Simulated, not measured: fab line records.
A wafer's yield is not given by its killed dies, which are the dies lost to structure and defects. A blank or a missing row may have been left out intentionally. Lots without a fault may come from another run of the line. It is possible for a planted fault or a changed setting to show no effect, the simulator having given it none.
fab line records | flow n5_finfet | part 1 of 2: steps 1 to 19 of 28
[record] lots = 5 wafers = 15 last_day = 17
route steps=1938 shown MOL_CONTACT_COAG@520
lots that met no fault: taken from a fault-free run of the same line
start_h: the number of hours between the record's first day and the start of the first shown wafer of the lot | wait_h: hours since the lot's step before | " identical to the entry in the row above | L1.1+2: several wafers, shown together as one row | - no value present, or no start provided | * or withheld: withheld | < > ~ a bound
route shown NAME@n: NAME is a module with steps in the file, n the number in the route of the first one | usual: average and standard deviation across the fault-free wafers | same: alike in all rows | chamber/n: place in a boat | sites: per-site readings | _std_site: their standard deviation | _edge_site: outer sites' mean less inner sites' | radius_mm: how far each site lies from the wafer's centre | mask NAME#n: copy n | behind: the most recent tool/chamber to have shaped the wafer | hold: why the lot was held/for how many hours/how that ended | device: the n, p or np transistor that did not switch | end of line: the route-end tests of the same wafers | a step given without rows: its recipe and nothing more | killed: dies lost to structure and defects at the first sort, not the wafer's yield | map: a wafer's dies, marking killed ones x, the rest . and places with no die _
set.NAME: the run value of the setting; set.NAME@STEP: its run value at that earlier step | model.NAME: the simulator's own value behind a step, which no gauge read
lots seen at some steps along the route; tables by step, rows by wafer
services: a tool's chamber out of use, with start hour (start_h, from the record's first day; less than 0 if before it), hours out, and reason
[[steps]]
[step N5_MOL_CONTACT_COAG_COAT_02]
[recipe] resist = CAR-EUV spin_rpm = 1500 resist_thk_nm = 30
// columns lot.wafer tool chamber start_h wait_h
L079.2+4+6 litho_track-05 0 - -
L084.2+4+5 litho_track-01 0 - -
L085.1+3+4 litho_track-01 0 - -
L088.1+4+6 litho_track-04 0 - -
L096.2+5+6 litho_track-05 0 - -
[step N5_MOL_CONTACT_COAG_EBR_04]
[recipe] solvent = PGMEA ebr_width_mm = 1.5
// columns lot.wafer tool chamber start_h wait_h
L079.2+4+6 litho_track-05 0 - -
L084.2+4+5 litho_track-01 0 - -
L085.1+3+4 litho_track-01 0 - -
L088.1+4+6 litho_track-04 0 - -
L096.2+5+6 litho_track-05 0 - -
[step N5_MOL_CONTACT_COAG_SOFTBAKE_03]
[recipe] temp_c = 110 time_s = 60 resist = CAR-EUV
// columns lot.wafer tool chamber start_h wait_h
L079.2+4+6 litho_track-05 0 - -
L084.2+4+5 litho_track-01 0 - -
L085.1+3+4 litho_track-01 0 - -
L088.1+4+6 litho_track-04 0 - -
L096.2+5+6 litho_track-05 0 - -
[step N5_MOL_CONTACT_COAG_EXPOSE_05]
[recipe] mask_id = CA na = 0.33 source_shape = annular sigma_inner = 0.4 sigma_outer = 0.8 polarization = unpolarized defocus_nm = 0 dose_mj = 38.25
// columns lot.wafer tool chamber start_h wait_h mask
L079.2+4+6 euv_scanner-01 0 117.17 - CA#0
L084.2+4+5 euv_scanner-02 0 147.32 - CA#0
L085.1+3+4 euv_scanner-01 0 157.42 - CA#0
L088.1+4+6 euv_scanner-02 0 168.48 - CA#0
L096.2+5+6 euv_scanner-02 0 218.58 - CA#0
[step N5_MOL_CONTACT_COAG_PEB_06]
[recipe] peb_temp_c = 100 peb_time_s = 60 resist = CAR-EUV
// columns lot.wafer tool chamber start_h wait_h
L079.2+4+6 litho_track-04 0 117.22 0.0
L084.2+4+5 litho_track-04 0 147.38 0.0
L085.1+3+4 litho_track-04 0 157.49 0.1
L088.1+4+6 litho_track-04 0 168.54 0.1
L096.2+5+6 litho_track-01 0 218.64 0.0
[step N5_MOL_CONTACT_COAG_DEVELOP_07]
[recipe] develop_time_s = 30 developer = TMAH resist = CAR-EUV rinse_liquid = surfactant_rinse dry = air_spin dev_temp_c = 23
[usual] developer_temp_C = 23.01/0.12
// columns lot.wafer tool chamber start_h wait_h developer_temp_C
L079.2 litho_track-04 0 - - 23.07
L079.4 " 0 " " 23.14
L079.6 " 0 " " 22.92
L084.2 litho_track-04 0 - - 22.84
L084.4 " 0 " " 22.97
L084.5 " 0 " " 22.78
L085.1 litho_track-04 0 - - 23.01
L085.3 " 0 " " 23.18
L085.4 " 0 " " 23.00
L088.1 litho_track-04 0 - - 23.30
L088.4 " 0 " " 23.06
L088.6 " 0 " " 23.18
L096.2 litho_track-01 0 - - 23.02
L096.5 " 0 " " 23.11
L096.6 " 0 " " 23.06
[step N5_MOL_CONTACT_COAG_CD_MEAS_08]
[recipe] target_cd_nm = 28 landing_energy_ev = 500 detector = se_inlens polarity = opening
[usual] cd_nm = 28.05/0.26
[same] landing_energy_ev = 500
// columns lot.wafer tool chamber start_h wait_h cd_nm
L079.2 cd_sem-01 0 117.29 - 28.33
L079.4 " 0 " " 28.23
L079.6 " 0 " " 28.15
L084.2 cd_sem-01 0 147.44 - 28.16
L084.4 " 0 " " 27.77
L084.5 " 0 " " 28.02
L085.1 cd_sem-02 0 157.55 - 27.85
L085.3 " 0 " " 27.86
L085.4 " 0 " " 28.05
L088.1 cd_sem-01 0 168.60 - 27.71
L088.4 " 0 " " 28.02
L088.6 " 0 " " 28.38
L096.2 cd_sem-01 0 218.70 - 28.71
L096.5 " 0 " " 28.24
L096.6 " 0 " " 28.24
[step N5_MOL_CONTACT_COAG_OVL_MEAS_09]
[recipe] points_per_wafer = 522
[usual] CA_OVL = 0.4/0.75
// columns lot.wafer tool chamber start_h wait_h CA_OVL[nm]
L079.2 overlay-02 0 117.33 0.0 0.0
L079.4 " 0 " " 0.3
L079.6 " 0 " " -0.3
L084.2 overlay-02 0 147.48 0.0 0.5
L084.4 " 0 " " 1.0
L084.5 " 0 " " 0.8
L085.1 overlay-02 0 157.58 0.0 0.2
L085.3 " 0 " " 0.8
L085.4 " 0 " " 1.0
L088.1 overlay-01 0 168.63 0.0 -0.5
L088.4 " 0 " " -0.1
L088.6 " 0 " " -0.9
L096.2 overlay-02 0 218.74 0.0 0.2
L096.5 " 0 " " 0.7
L096.6 " 0 " " 0.5
[step N5_MOL_CONTACT_COAG_INSPECT_10]
[recipe] mode = adi inspect_instrument = brightfield
[usual] raw_defect_count = 80/30
// columns lot.wafer tool chamber start_h wait_h raw_defect_count
L079.2 defect_inspect-02 - 117.38 0.0 49
L079.4 " - " " 57
L079.6 " - " " 67
L084.2 defect_inspect-01 - 147.53 0.0 121
L084.4 " - " " 96
L084.5 " - " " 100
L085.1 defect_inspect-02 - 157.64 0.1 147
L085.3 " - " " 95
L085.4 " - " " 122
L088.1 defect_inspect-01 - 168.69 0.1 62
L088.4 " - " " 93
L088.6 " - " " 51
L096.2 defect_inspect-01 - 218.79 0.0 68
L096.5 " - " " 71
L096.6 " - " " 85
[step N5_MOL_CONTACT_COAG_DESCUM_13]
[recipe] chemistry = O2 time_s = 7 source_power_w = 50 bias_power_w = 20 pressure_mtorr = 20 rf_frequency_hz = 2.712e+07 temp_c = 40 resist = CAR-EUV o2_flow_sccm = 225
[usual] bias_power_w = 20.00/0.058 drypump_motor_current_A = 5.7/0.48 oes_product_au = 0.79/0.081 rf_vpp_V = 243.5/1.5 showerhead_plenum_p_Torr = 2.12/0.078 throttle_valve_pct = 20.46/0.23
// columns lot.wafer tool chamber start_h wait_h bias_power_w drypump_motor_current_A oes_product_au rf_hours_counter_h rf_vpp_V showerhead_plenum_p_Torr throttle_valve_pct
L079.2 rie_diel-06 0 117.41 0.0 20.07 5.7 0.99 2 242.9 2.06 20.20
L079.4 " 2 " " 19.96 5.4 0.76 - 245.1 2.18 20.80
L079.6 " 0 " " 19.99 5.7 0.98 - 241.3 2.05 20.19
L084.2 rie_diel-06 0 147.56 0.0 20.12 5.7 0.93 14 242.7 2.05 20.21
L084.4 " 2 " " 19.90 5.5 0.74 166 243.5 2.17 20.79
L084.5 " 3 " " 20.04 6.4 0.77 - 244.3 2.09 20.64
L085.1 rie_diel-01 3 157.70 0.1 19.95 6.2 0.77 120 246.1 2.19 20.40
L085.3 " 2 " " 19.96 5.0 0.70 230 242.1 2.15 20.78
L085.4 " 0 " " 19.92 5.6 0.74 170 242.8 2.00 20.57
L088.1 rie_diel-02 2 168.76 0.1 19.98 6.1 0.78 106 245.2 2.20 20.32
L088.4 " 3 " " 19.91 5.9 0.75 - 241.3 2.01 20.24
L088.6 " 1 " " 20.04 6.5 0.70 - 244.6 2.16 20.50
L096.2 rie_diel-01 2 218.89 0.1 20.05 5.0 0.69 246 243.7 2.15 20.80
L096.5 " 3 " " 20.04 6.2 0.76 - 245.3 2.18 20.44
L096.6 " 0 " " 20.06 5.6 0.72 - 241.8 1.99 20.61
[step N5_MOL_CONTACT_COAG_ETCH_59]
[recipe] chemistry = N2/H2 target = underlayer target_depth_a = 130 mask_material = CAR-EUV time_s = 10.4 ion_energy_ev = 200 pressure_mtorr = 30 source_w = 840 bias_w = 150 n2_flow_sccm = 200 h2_flow_sccm = 200 ends = cleared
[usual] drypump_motor_current_A = 5.7/0.48 etch_rf_on_time_s = 10.37/0.14 oes_product_au = 0.67/0.068 rf_vpp_V = 524.8/2.7 showerhead_plenum_p_Torr = 2.57/0.094 throttle_valve_pct = 17.93/0.26
// columns lot.wafer tool chamber start_h wait_h drypump_motor_current_A etch_rf_on_time_s oes_product_au rf_hours_counter_h rf_vpp_V showerhead_plenum_p_Torr throttle_valve_pct
L079.2 rie_diel-06 0 117.45 0.0 5.8 10.21 0.85 2 522.7 2.50 17.64
L079.4 " 2 " " 5.4 10.03 0.65 - 528.1 2.64 18.20
L079.6 " 0 " " 5.7 10.09 0.85 - 522.9 2.50 17.62
L084.2 rie_diel-06 0 147.60 0.0 5.8 10.33 0.79 14 524.2 2.50 17.64
L084.4 " 2 " " 5.4 10.26 0.64 166 527.8 2.64 18.21
L084.5 " 3 " " 6.4 10.46 0.65 - 523.9 2.56 18.27
L085.1 rie_diel-01 3 157.74 0.0 6.2 10.27 0.67 120 526.2 2.66 17.86
L085.3 " 2 " " 5.0 10.46 0.60 230 525.7 2.62 18.23
L085.4 " 0 " " 5.6 10.59 0.63 170 519.9 2.43 18.05
L088.1 rie_diel-02 2 168.80 0.0 6.1 10.10 0.68 106 525.8 2.67 17.70
L088.4 " 3 " " 5.9 10.04 0.65 - 521.3 2.44 17.66
L088.6 " 1 " " 6.5 10.25 0.60 - 525.9 2.63 18.03
L096.2 rie_diel-01 2 218.93 0.0 5.0 10.55 0.58 246 525.2 2.61 18.27
L096.5 " 3 " " 6.2 10.42 0.64 - 527.5 2.65 17.93
L096.6 " 0 " " 5.7 10.63 0.62 - 519.4 2.42 18.12
[step N5_MOL_CONTACT_COAG_ETCH_105]
[recipe] chemistry = CF4 target = SiARC target_depth_a = 156 mask_material = CAR-EUV time_s = 26 ion_energy_ev = 80 pressure_mtorr = 40 source_w = 545 bias_w = 36 Ar_flow_sccm = 100 cf4_flow_sccm = 100 ends = cleared
[usual] cf4_flow_sccm = 99.96/0.29 drypump_motor_current_A = 5.7/0.48 etch_rf_on_time_s = 25.9/0.34 oes_product_au = 0.67/0.068 rf_vpp_V = 184.3/1.2 showerhead_plenum_p_Torr = 2.17/0.073 throttle_valve_pct = 15.66/0.24
// columns lot.wafer tool chamber start_h wait_h cf4_flow_sccm drypump_motor_current_A etch_rf_on_time_s oes_product_au rf_hours_counter_h rf_vpp_V showerhead_plenum_p_Torr throttle_valve_pct
L079.2 rie_diel-06 0 117.47 0.0 100.21 5.7 25.5 0.84 2 182.5 2.10 15.30
L079.4 " 2 " " 100.02 5.4 25.2 0.66 - 185.5 2.22 15.93
L079.6 " 0 " " 99.81 5.8 25.6 0.84 - 183.5 2.10 15.31
L084.2 rie_diel-06 0 147.62 0.0 99.80 5.7 25.6 0.80 14 182.6 2.10 15.34
L084.4 " 2 " " 100.02 5.4 25.5 0.65 166 185.2 2.22 15.96
L084.5 " 3 " " 100.56 6.4 26.0 0.66 - 183.8 2.15 15.84
L085.1 rie_diel-01 3 157.76 0.0 99.55 6.2 25.9 0.67 120 185.1 2.24 15.59
L085.3 " 2 " " 100.27 5.0 26.1 0.60 230 183.2 2.20 15.99
L085.4 " 0 " " 100.06 5.7 26.5 0.63 170 181.9 2.06 15.84
L088.1 rie_diel-02 2 168.82 0.0 99.85 6.1 25.6 0.67 106 186.9 2.24 15.44
L088.4 " 3 " " 100.05 5.9 25.9 0.64 - 183.2 2.07 15.45
L088.6 " 1 " " 99.96 6.5 25.5 0.61 - 184.4 2.20 15.70
L096.2 rie_diel-01 2 218.94 0.0 99.93 5.0 26.2 0.59 246 184.3 2.19 16.02
L096.5 " 3 " " 100.27 6.2 26.0 0.64 - 183.7 2.23 15.64
L096.6 " 0 " " 99.56 5.6 26.5 0.62 - 182.7 2.05 15.90
[step N5_MOL_CONTACT_COAG_ETCH_106]
[recipe] chemistry = N2/H2 target = SOC target_depth_a = 800 overetch_a = 160 mask_material = SiARC temp_c = 40 time_s = 120 ion_energy_ev = 200 pressure_mtorr = 30 source_w = 840 bias_w = 150 n2_flow_sccm = 200 h2_flow_sccm = 200
[usual] drypump_motor_current_A = 5.7/0.48 oes_product_au = 0.70/0.069 rf_vpp_V = 524.9/2.7 showerhead_plenum_p_Torr = 2.57/0.094 throttle_valve_pct = 17.90/0.26
// columns lot.wafer tool chamber start_h wait_h drypump_motor_current_A oes_product_au rf_hours_counter_h rf_vpp_V showerhead_plenum_p_Torr throttle_valve_pct
L079.2 rie_diel-06 0 117.49 0.0 5.7 0.87 2 524.0 2.50 17.57
L079.4 " 2 " " 5.4 0.68 - 526.2 2.64 18.18
L079.6 " 0 " " 5.7 0.88 - 523.8 2.50 17.61
L084.2 rie_diel-06 0 147.65 0.0 5.8 0.83 14 521.4 2.50 17.62
L084.4 " 2 " " 5.4 0.66 166 526.8 2.64 18.19
L084.5 " 3 " " 6.4 0.69 - 525.3 2.56 18.23
L085.1 rie_diel-01 3 157.79 0.0 6.2 0.70 120 528.1 2.66 17.84
L085.3 " 2 " " 5.1 0.63 230 524.6 2.62 18.21
L085.4 " 0 " " 5.7 0.67 170 520.5 2.43 18.04
L088.1 rie_diel-02 2 168.85 0.0 6.1 0.70 106 527.2 2.67 17.67
L088.4 " 3 " " 5.9 0.67 - 519.8 2.44 17.61
L088.6 " 1 " " 6.5 0.64 - 526.7 2.63 18.01
L096.2 rie_diel-01 2 218.97 0.0 5.0 0.62 246 527.5 2.61 18.23
L096.5 " 3 " " 6.2 0.68 - 526.5 2.65 17.88
L096.6 " 0 " " 5.7 0.65 - 519.4 2.42 18.09
[step N5_MOL_CONTACT_COAG_STRIP_107]
[recipe] chemistry = N2/H2 temp_c = 40 n2_flow_sccm = 200 h2_flow_sccm = 200 rf_frequency_hz = 6e+07
// columns lot.wafer tool chamber start_h wait_h
L079.2+4+6 rie_diel-06 0,2,0 117.58 0.0
L084.2+4+5 rie_diel-06 0,2,3 147.73 0.0
L085.1+3+4 rie_diel-01 3,2,0 157.87 0.0
L088.1+4+6 rie_diel-02 2,3,1 168.93 0.0
L096.2+5+6 rie_diel-01 2,3,0 219.05 0.0
[step N5_MOL_CONTACT_COAG_STRIP_108]
[recipe] chemistry = N2/H2 temp_c = 40 n2_flow_sccm = 200 h2_flow_sccm = 200 rf_frequency_hz = 6e+07
// columns lot.wafer tool chamber start_h wait_h
L079.2+4+6 rie_diel-06 0,2,0 117.59 0.0
L084.2+4+5 rie_diel-06 0,2,3 147.74 0.0
L085.1+3+4 rie_diel-01 3,2,0 157.88 0.0
L088.1+4+6 rie_diel-02 2,3,1 168.94 0.0
L096.2+5+6 rie_diel-01 2,3,0 219.06 0.0
[step N5_MOL_CONTACT_COAG_CONTACT_ETCH_14]
[recipe] chemistry = C4F6/O2 target = SiO2 target_depth_a = 275 overetch_a = 85 mask_material = SOC pressure_mtorr = 30 source_w = 370 bias_w = 185 Ar_flow_sccm = 300 C4F6_flow_sccm = 16 O2_flow_sccm = 10 time_s = 20 ion_energy_ev = 259.6
[usual] drypump_motor_current_A = 5.7/0.48 oes_product_au = 0.67/0.066 rf_vpp_V = 694/3.4 showerhead_plenum_p_Torr = 2.91/0.095 throttle_valve_pct = 21.33/0.23
// columns lot.wafer tool chamber start_h wait_h drypump_motor_current_A oes_product_au rf_hours_counter_h rf_vpp_V showerhead_plenum_p_Torr throttle_valve_pct
L079.2 rie_diel-06 0 117.60 0.0 5.7 0.83 2 690 2.83 21.02
L079.4 " 2 " " 5.4 0.64 - 697 2.99 21.59
L079.6 " 0 " " 5.7 0.83 - 691 2.83 21.03
L084.2 rie_diel-06 0 147.75 0.0 5.7 0.79 14 691 2.82 21.03
L084.4 " 2 " " 5.4 0.63 166 697 2.98 21.61
L084.5 " 3 " " 6.4 0.66 - 693 2.89 21.53
L085.1 rie_diel-01 3 157.89 0.0 6.2 0.67 120 698 3.00 21.18
L085.3 " 2 " " 5.1 0.60 230 695 2.96 21.61
L085.4 " 0 " " 5.6 0.64 170 688 2.77 21.55
L088.1 rie_diel-02 2 168.95 0.0 6.1 0.67 106 698 3.02 21.13
L088.4 " 3 " " 5.9 0.65 - 689 2.79 21.14
L088.6 " 1 " " 6.6 0.60 - 698 2.95 21.29
L096.2 rie_diel-01 2 219.07 0.0 5.1 0.59 246 695 2.95 21.65
L096.5 " 3 " " 6.2 0.65 - 696 2.99 21.22
L096.6 " 0 " " 5.7 0.62 - 687 2.76 21.56
[step N5_MOL_CONTACT_COAG_STRIP_109]
[recipe] chemistry = C4F6/O2 resist = SiARC rf_frequency_hz = 6e+07
// columns lot.wafer tool chamber start_h wait_h
L079.2+4+6 rie_diel-06 0,2,0 117.62 0.0
L084.2+4+5 rie_diel-06 0,2,3 147.77 0.0
L085.1+3+4 rie_diel-01 3,2,0 157.91 0.0
L088.1+4+6 rie_diel-02 2,3,1 168.97 0.0
L096.2+5+6 rie_diel-01 2,3,0 219.10 0.0
[step N5_MOL_CONTACT_COAG_ETCH_15]
[recipe] chemistry = CH3F/O2 target = SiNx target_depth_a = 70 mask_material = SOC stop_on = Si:P over_etch_frac = 0.75 ion_energy_ev = 120 pressure_mtorr = 30 source_w = 395 bias_w = 73 Ar_flow_sccm = 150 CH3F_flow_sccm = 30 O2_flow_sccm = 20
[usual] drypump_motor_current_A = 5.7/0.48 oes_product_au = 0.58/0.056 rf_vpp_V = 296.4/2.7 showerhead_plenum_p_Torr = 2.02/0.07 throttle_valve_pct = 16.38/0.24
// columns lot.wafer tool chamber start_h wait_h drypump_motor_current_A oes_product_au rf_hours_counter_h rf_vpp_V showerhead_plenum_p_Torr throttle_valve_pct
L079.2 rie_diel-06 0 117.63 0.0 5.7 0.71 2 298.3 1.96 16.04
L079.4 " 2 " " 5.4 0.55 - 297.4 2.08 16.65
L079.6 " 0 " " 5.7 0.71 - 296.8 1.96 16.02
L084.2 rie_diel-06 0 147.78 0.0 5.7 0.68 14 296.8 1.96 16.06
L084.4 " 2 " " 5.4 0.55 166 297.0 2.07 16.67
L084.5 " 3 " " 6.4 0.57 - 295.5 2.01 16.55
L085.1 rie_diel-01 3 157.92 0.0 6.2 0.57 120 299.8 2.09 16.28
L085.3 " 2 " " 5.0 0.52 230 293.2 2.06 16.72
L085.4 " 0 " " 5.6 0.55 170 293.7 1.92 16.57
L088.1 rie_diel-02 2 168.98 0.0 6.1 0.57 106 298.5 2.10 16.21
L088.4 " 3 " " 5.9 0.55 - 299.4 1.93 16.22
L088.6 " 1 " " 6.5 0.52 - 295.3 2.05 16.44
L096.2 rie_diel-01 2 219.11 0.0 5.0 0.52 246 293.4 2.05 16.74
L096.5 " 3 " " 6.2 0.56 - 300.6 2.08 16.32
L096.6 " 0 " " 5.6 0.54 - 293.1 1.91 16.60
[step N5_MOL_CONTACT_COAG_ETCH_110]
[recipe] chemistry = CF4/O2 target = Si target_depth_a = 25 time_s = 8 pressure_mtorr = 100 source_w = 200 bias_w = 12 ion_energy_ev = 60 Ar_flow_sccm = 100 cf4_flow_sccm = 100 O2_flow_sccm = 10
[usual] cf4_flow_sccm = 100.0/0.34 drypump_motor_current_A = 5.7/0.48 oes_product_au = 0.79/0.079 rf_vpp_V = 127.2/1.4 showerhead_plenum_p_Torr = 2.25/0.074 throttle_valve_pct = 10.79/0.28
// columns lot.wafer tool chamber start_h wait_h cf4_flow_sccm drypump_motor_current_A oes_product_au rf_hours_counter_h rf_vpp_V showerhead_plenum_p_Torr throttle_valve_pct
L079.2 rie_diel-06 0 117.69 0.0 100.0 5.7 0.98 2 128.0 2.19 10.34
L079.4 " 2 " " 100.1 5.4 0.76 - 126.4 2.31 11.04
L079.6 " 0 " " 99.6 5.7 0.98 - 128.7 2.19 10.34
L084.2 rie_diel-06 0 147.84 0.0 100.0 5.7 0.93 14 128.5 2.18 10.37
L084.4 " 2 " " 99.6 5.4 0.75 166 124.6 2.30 11.09
L084.5 " 3 " " 100.1 6.4 0.77 - 127.2 2.23 10.94
L085.1 rie_diel-01 3 157.98 0.0 100.0 6.2 0.78 120 128.5 2.32 10.72
L085.3 " 2 " " 99.7 5.0 0.69 230 125.9 2.28 11.18
L085.4 " 0 " " 100.0 5.6 0.74 170 124.8 2.14 10.98
L088.1 rie_diel-02 2 169.04 0.0 99.9 6.1 0.79 106 128.0 2.33 10.59
L088.4 " 3 " " 100.0 5.9 0.75 - 129.3 2.15 10.64
L088.6 " 1 " " 100.3 6.5 0.70 - 126.0 2.28 10.97
L096.2 rie_diel-01 2 219.17 0.0 100.0 5.0 0.68 246 126.1 2.28 11.25
L096.5 " 3 " " 100.0 6.2 0.75 - 128.7 2.31 10.80
L096.6 " 0 " " 100.5 5.6 0.72 - 125.7 2.13 11.07
